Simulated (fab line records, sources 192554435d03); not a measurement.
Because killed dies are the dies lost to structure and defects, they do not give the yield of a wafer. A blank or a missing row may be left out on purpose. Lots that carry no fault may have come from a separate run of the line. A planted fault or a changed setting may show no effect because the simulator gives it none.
Which tool was responsible? -- flow n5 finfet -- 27 wafers from 10 lots sampled at 7 of the route's 1938 steps

WHAT EACH GAUGE READ, for each wafer
N5_BEOL_M5_CD_MEAS_18: pitch 56 nm, target cd 28 nm. Usual: 28.1 nm for cd nm, sd 0.49.
lot,measured,on,cd nm (nm),flag
L880,day 8 15:29,cd sem-02,27.2 28.2 28.2,
L879,day 8 15:38,cd sem-02,29.0 28.6,
L877,day 9 00:08,cd sem-03,28.4 28.3 28.0,
L882,day 9 07:30,cd sem-03,28.1 27.6,
L881,day 9 11:08,cd sem-03,28.7 28.1 28.7,
L884,day 9 17:19,cd sem-01,27.6 28.9 27.7,
L891,day 11 21:14,cd sem-03,28.8 28.6 28.2,
L894,day 12 06:41,cd sem-03,28.0 27.7 28.1,
L897,day 12 23:38,cd sem-02,28.0 27.6,
L898,day 13 14:35,cd sem-02,28.2 27.5 28.2,

N5_BEOL_M5_OCD_MEAS_38. Usual: 71.0 nm for trench depth nm, sd 2.
lot,measured,on,trench depth nm (nm),flag
L880,day 8 16:37,ocd-02,71.6 71.9 72.4,
L879,day 8 17:01,ocd-01,73.2 71.6,
L877,day 9 00:59,ocd-01,71.6 69.3 68.8,
L882,day 9 09:44,ocd-02,69.7 69.8,
L881,day 9 12:22,ocd-01,61.9 65.9 61.7,OFF
L884,day 9 18:10,ocd-01,65.4 64.2 64.6,OFF
L891,day 11 22:19,ocd-02,73.8 73.7 69.3,
L894,day 12 08:11,ocd-02,74.2 73.0 69.2,
L897,day 13 00:56,ocd-01,68.8 72.2,
L898,day 13 15:33,ocd-02,69.9 73.6 68.0,

N5_BEOL_M5_THK_MEAS_53: measures by xrf. Usual: M5_THK gives 63.1 nm (standard deviation 2.6).
lot,measured,on,M5_THK (nm),flag
L880,day 8 23:17,film metro-01,63.1 63.2 67.3,
L879,day 8 23:25,film metro-02,64.4 65.2,
L877,day 9 09:01,film metro-02,64.8 58.4 57.4,
L882,day 9 16:38,film metro-02,62.3 58.9,
L881,day 9 18:55,film metro-01,53.4 57.0 52.9,OFF
L884,day 10 02:23,film metro-02,57.6 57.3 57.0,
L891,day 12 06:09,film metro-01,64.4 64.9 61.4,
L894,day 12 15:14,film metro-02,67.3 64.6 59.8,
L897,day 13 08:08,film metro-01,60.1 65.3,
L898,day 13 23:25,film metro-02,60.0 65.4 60.9,

N5_BEOL_M5_RS_MEAS_57: measures by four-point-probe. Usual: M5_RS gives 0.389 ohm/sq (standard deviation 0.019).
lot,measured,on,M5_RS (ohm/sq),flag
L880,day 8 23:32,film metro-01,0.389 0.387 0.360,
L879,day 8 23:40,film metro-01,0.374 0.368,
L877,day 9 09:16,film metro-01,0.373 0.420 0.430,
L882,day 9 16:54,film metro-02,0.396 0.421,
L881,day 9 19:11,film metro-02,0.476 0.442 0.483,OFF
L884,day 10 02:38,film metro-02,0.436 0.440 0.440,
L891,day 12 06:25,film metro-02,0.381 0.378 0.403,
L894,day 12 15:29,film metro-02,0.359 0.376 0.411,
L897,day 13 08:27,film metro-02,0.415 0.373,
L898,day 13 23:40,film metro-01,0.410 0.369 0.403,

TOOL THAT RAN EACH LOT (tool first, then ch and the chambers of the sampled wafers, then the start)
lot,N5_BEOL_M5_STRIP_64,N5_BEOL_M5_TRENCH_ETCH_37,N5_BEOL_M5_PRE_CLEAN_45
L880,"rie diel-02 ch 1,2,3, day 8 15:11","rie diel-02 ch 1,2, day 8 16:28","pvd sputter-01, day 8 17:34"
L879,"rie diel-02 ch 1,3, day 8 15:25","rie diel-02 ch 1,2, day 8 16:51","pvd sputter-01, day 8 17:38"
L877,"rie diel-01 ch 2,3, day 8 23:44","rie diel-02 ch 0,1,3, day 9 00:50","pvd sputter-01, day 9 02:28"
L882,"rie diel-04 ch 0,3, day 9 07:16","rie diel-02 ch 0, day 9 09:35","pvd sputter-02, day 9 10:53"
L881,"rie diel-04 ch 0,1,2, day 9 10:45","rie diel-02 ch 2,3, day 9 12:13","pvd sputter-02, day 9 13:09"
L884,"rie diel-01 ch 0,1, day 9 17:05","rie diel-02 ch 1,2, day 9 18:01","pvd sputter-02, day 9 19:16"
L891,"rie diel-02 ch 0,2,3, day 11 20:55","rie diel-04 ch 0,1,3, day 11 22:09","pvd sputter-02, day 11 23:26"
L894,"rie diel-04 ch 0,1,2, day 12 06:28","rie diel-01 ch 0,1,2, day 12 08:02","pvd sputter-03, day 12 09:16"
L897,"rie diel-01 ch 2,3, day 12 23:18","rie diel-01 ch 2,3, day 13 00:46","pvd sputter-01, day 13 01:40"
L898,"rie diel-02 ch 0,1, day 13 14:20","rie diel-02 ch 0,2,3, day 13 15:24","pvd sputter-03, day 13 16:07"
- N5_BEOL_M5_STRIP_64: strips in CF4.
- N5_BEOL_M5_TRENCH_ETCH_37: etches SiCOH lowk in C4F6/O2, target depth 71.652 nm, time 24.7 s.
- N5_BEOL_M5_PRE_CLEAN_45: time 30 s.

WHAT THE TOOLS THEMSELVES READ (means of the sampled wafers that have a number; where no wafer has one, the mark that the record gives instead)
N5_BEOL_M5_STRIP_64. Usual: drypump motor current A 5.9 A, standard deviation 0.55; oes product au 0.78 a.u., standard deviation 0.067; rf vpp V 271.1 V, standard deviation 1.3; showerhead plenum p Torr 1.79 Torr, standard deviation 0.048; throttle valve pct 13.51 %, standard deviation 0.21.
lot,tool,drypump motor current A (A),oes product au (a.u.),rf vpp V (V),showerhead plenum p Torr (Torr),throttle valve pct (%),flag
L880,rie diel-02,5.8,0.77,270.9,1.83,13.64,
L879,rie diel-02,5.7,0.72,270.9,1.79,13.79,
L877,rie diel-01,6.5,0.74,271.1,1.77,13.38,
L882,rie diel-04,6.4,0.76,271.4,1.81,13.58,
L881,rie diel-04,5.6,0.77,271.2,1.80,13.55,
L884,rie diel-01,5.5,0.85,271.0,1.78,13.32,
L891,rie diel-02,5.9,0.81,272.1,1.84,13.60,
L894,rie diel-04,5.6,0.75,271.6,1.80,13.60,
L897,rie diel-01,6.5,0.72,270.9,1.75,13.43,
L898,rie diel-02,5.5,0.83,272.6,1.79,13.44,

N5_BEOL_M5_TRENCH_ETCH_37. Usual: drypump motor current A is 5.9 A with standard deviation 0.52, oes_f_703_au is 0.79 a.u. with standard deviation 0.088, oes product au is 0.79 a.u. with standard deviation 0.081, rf fwd power W is 340.4 W with standard deviation 1.7, rf vpp V is 662 V with standard deviation 20, showerhead plenum p Torr is 2.85 Torr with standard deviation 0.091, and throttle valve pct is 20.84 % with standard deviation 0.26.
lot,tool,drypump motor current A (A),oes_f_703_au (a.u.),oes product au (a.u.),rf fwd power W (W),rf vpp V (V),showerhead plenum p Torr (Torr),throttle valve pct (%),flag
L880,rie diel-02,5.7,0.81,0.80,341.1,659,2.90,20.79,
L879,rie diel-02,5.8,0.83,0.83,342.1,658,2.93,20.77,
L877,rie diel-02,5.6,0.81,0.80,340.8,657,2.86,20.98,
L882,rie diel-02,5.6,0.97,0.95,340.5,630,2.90,20.84,
L881,rie diel-02,6.1,0.54,0.71,259.7,772,2.88,21.05,OFF
L884,rie diel-02,5.6,0.57,0.74,257.4,759,2.90,20.79,OFF
L891,rie diel-04,5.9,0.79,0.78,340.9,678,2.85,20.88,
L894,rie diel-01,6.1,0.80,0.81,338.4,659,2.79,20.72,
L897,rie diel-01,6.5,0.72,0.73,341.6,664,2.76,20.51,
L898,rie diel-02,5.9,0.81,0.80,340.4,653,2.90,20.97,

N5_BEOL_M5_PRE_CLEAN_45. Usual: 327 W for heater power w, sd 31.
lot,tool,heater power w (W),flag
L880,pvd sputter-01,335,
L879,pvd sputter-01,338,
L877,pvd sputter-01,323,
L882,pvd sputter-02,334,
L881,pvd sputter-02,322,
L884,pvd sputter-02,319,
L891,pvd sputter-02,339,
L894,pvd sputter-03,288,
L897,pvd sputter-01,347,
L898,pvd sputter-03,322,

THE ANSWER, worked out from the rows above alone
Rule: take the mean of a lot's wafers that have a number; if it is more than 3 standard deviations from the usual mean, the lot is off. Also off: a lot with no number at a reading for which 4 or more lots have one. The other lots that the step has rows for count as sound. Order of review: gauges by route order, followed by the tools' own readings, for which a lot's mean as printed above is used. At the first step where some lot is off, the reading lying furthest off is the one used; lots without a number count as furthest.
Off, at N5_BEOL_M5_OCD_MEAS_38 on trench depth nm: L881, L884.
If a tool, at a process step before that reading, ran all the lots that are off and no sound lot after the first of them, it fits. The gauges at N5_BEOL_M5_OCD_MEAS_38 aren't tried: what is off there is off at N5_BEOL_M5_TRENCH_ETCH_37 too, on other tools, and a gauge's error can't cause that. Not one of the candidates tried fits.

WHAT HAD BEEN PUT IN BY THE SIMULATOR
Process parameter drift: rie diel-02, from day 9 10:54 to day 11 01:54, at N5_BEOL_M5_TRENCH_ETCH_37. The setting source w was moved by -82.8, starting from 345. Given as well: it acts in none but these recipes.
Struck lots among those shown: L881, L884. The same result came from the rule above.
